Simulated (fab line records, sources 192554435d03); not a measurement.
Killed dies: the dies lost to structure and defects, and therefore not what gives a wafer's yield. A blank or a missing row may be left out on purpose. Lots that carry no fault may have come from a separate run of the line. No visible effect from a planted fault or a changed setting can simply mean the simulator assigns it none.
Comparing a struck lot with a sound one -- flow n5_finfet -- 16 out of 1938 route steps
Sound: these wafers, L588.2, L588.4, L588.5. Wafers struck: L594.3, L594.5, L594.6. At the end, the cause is stated.
Each step with rows lists, per side, the tool, then ch with its chambers, then its first start. Under that, the readings that differ: sound wafers -- struck wafers -- difference of the means -- sigmas: that difference in standard deviations of wafers without a fault.
alike: same words and numbers on both sides, and readings whose means sit less than 2 such deviations apart. not compared: any withheld reading, any reading some wafer has no value for, any bound like >300 that may hide the same value, and any number with overlapping values for which the record gives no deviation.
The two part at a step that has a row with sigmas, a row that says differs or no value, or rows on one side only. When numbers do not overlap yet have no deviation, they are printed without sigmas and do not part them. A reading missing from all wafers of one side parts the sides only when that side holds two or more wafers.

N5_BEOL_M0_SAQP_MANDREL1_REMOVE_100: chemistry HBr/Cl2/O2, target a-Si, stops on SiNx, bt time 10 s.
  sound on rie_si-05 ch 0,1,3, day 7 02:10; struck on rie_si-01 ch 0,1, day 8 12:35
  alike: drypump_motor_current_A, oes_product_au, throttle_valve_pct
  not compared: rf_hours_counter_h
N5_BEOL_M0_SAQP_CD_MEAS_25: the cd target is 13.1 nm.
  sound on cd_sem-02 ch 0, day 7 02:17; struck on cd_sem-01 ch 0, day 8 12:42
  alike: cd_nm
N5_BEOL_M0_SAQP_ETCH_101: etches SiNx in CH3F/O2, target depth 29.9 nm, time 42.7 s.
  sound on rie_diel-05 ch 0,3, day 7 02:19; struck on rie_diel-05 ch 0,2,3, day 8 12:44
  alike: drypump_motor_current_A, mfc_ar_sccm, oes_product_au, rf_vpp_V, showerhead_plenum_p_Torr, throttle_valve_pct
  not compared: rf_hours_counter_h
then, 2 steps without rows for these wafers: N5_BEOL_M0_SAQP_ETCH_102 (etches SiO2 in CF4, target depth 4 nm, time 4.4 s); N5_BEOL_M0_SAQP_MANDREL_ETCH_103 (etches a-Si in HBr/Cl2, stops on SiCN, target depth 45 nm, bt time 10 s, time 27 s).
N5_BEOL_M0_SAQP_RECESS_104: chemistry HF/NH3, target SiO2, target depth 18 nm, afs cycles 3, sublimation time 60 s.
  sound on vapor_etch-01 ch 0,1, day 7 02:32; struck on vapor_etch-02 ch 0,1, day 8 13:07
  alike: drypump_motor_current_A
then, 3 steps without rows for these wafers: N5_BEOL_M0_SAQP_COAT_105 (time 60 s, resist thk 100 nm); N5_BEOL_M0_SAQP_ETCH_106 (etches SOC in N2/H2, stops on SiNx, target depth 150 nm); N5_BEOL_M0_SAQP_ETCH_107 (etches SiNx in CH3F/O2, target depth 30 nm).
N5_BEOL_M0_SAQP_STRIP_108: strips in N2/H2.
  sound on rie_diel-01 ch 1,2,3, day 7 03:05; struck on rie_diel-03 ch 1,2, day 8 13:33
  alike: bias_power_w, drypump_motor_current_A, h2_flow_sccm, oes_product_au, rf_vpp_V, showerhead_plenum_p_Torr, throttle_valve_pct
  not compared: rf_hours_counter_h
N5_BEOL_M0_SAQP_RECESS_109: chemistry HF/NH3, target SiO2, target depth 3 nm, afs cycles 1, sublimation time 60 s.
  sound on vapor_etch-02 ch 0,1, day 7 03:09; struck on vapor_etch-01 ch 0,1, day 8 13:39
  alike: drypump_motor_current_A
then, 1 step without rows for these wafers: N5_BEOL_M0_SAQP_SPACER2_ALD_26 (deposits SiO2, target thk 15 nm, pulse time 1 s, purge time 2 s).
N5_BEOL_M0_SAQP_SPACER2_ETCHBACK_27: etches SiO2 in CHF3/O2, target depth 22.5 nm, time 11.25 s.
  sound on rie_diel-01 ch 1,2,3, day 7 04:04; struck on rie_diel-01 ch 0,2, day 8 14:18
  no value came back on the struck wafers for any of 8 readings (CHF3_flow_sccm (sccm), O2_flow_sccm (sccm) and others); on the sound wafers CHF3_flow_sccm (sccm) reads 49.94 50.15 50.05
  not compared: rf_hours_counter_h, model.a-Si_of_BEOL_M0_SAQP_PECVD_96.thk_nm
then, 1 step without rows for these wafers: N5_BEOL_M0_SAQP_MANDREL2_REMOVE_110 (chemistry HBr/Cl2/O2, target a-Si, stops on SiCN, bt time 10 s).
N5_BEOL_M4_RC_MEAS_101:
  the record has rows for the sound wafers here (prober-01 ch 0, day 9 09:42) and none for the struck ones
-- the record jumps here: 6 days lie between the struck wafers' starts before and after (it left off in module BEOL_M4 and takes up again in module PASSIVATION, whose first step shown is number 1936 of the route) --
N5_PASSIVATION_PROBE_49:
  the record has rows for the struck wafers here (prober-01, day 15 00:20) and none for the sound ones

WHERE THEY PART
At N5_BEOL_M0_SAQP_SPACER2_ETCHBACK_27 first; at N5_PASSIVATION_PROBE_49 last (within this record only).

WHY: what had been put in by the simulator
Entire step skipped (rie_diel-01, N5_BEOL_M0_SAQP_SPACER2_ETCHBACK_27), from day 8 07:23 onward. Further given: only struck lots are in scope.
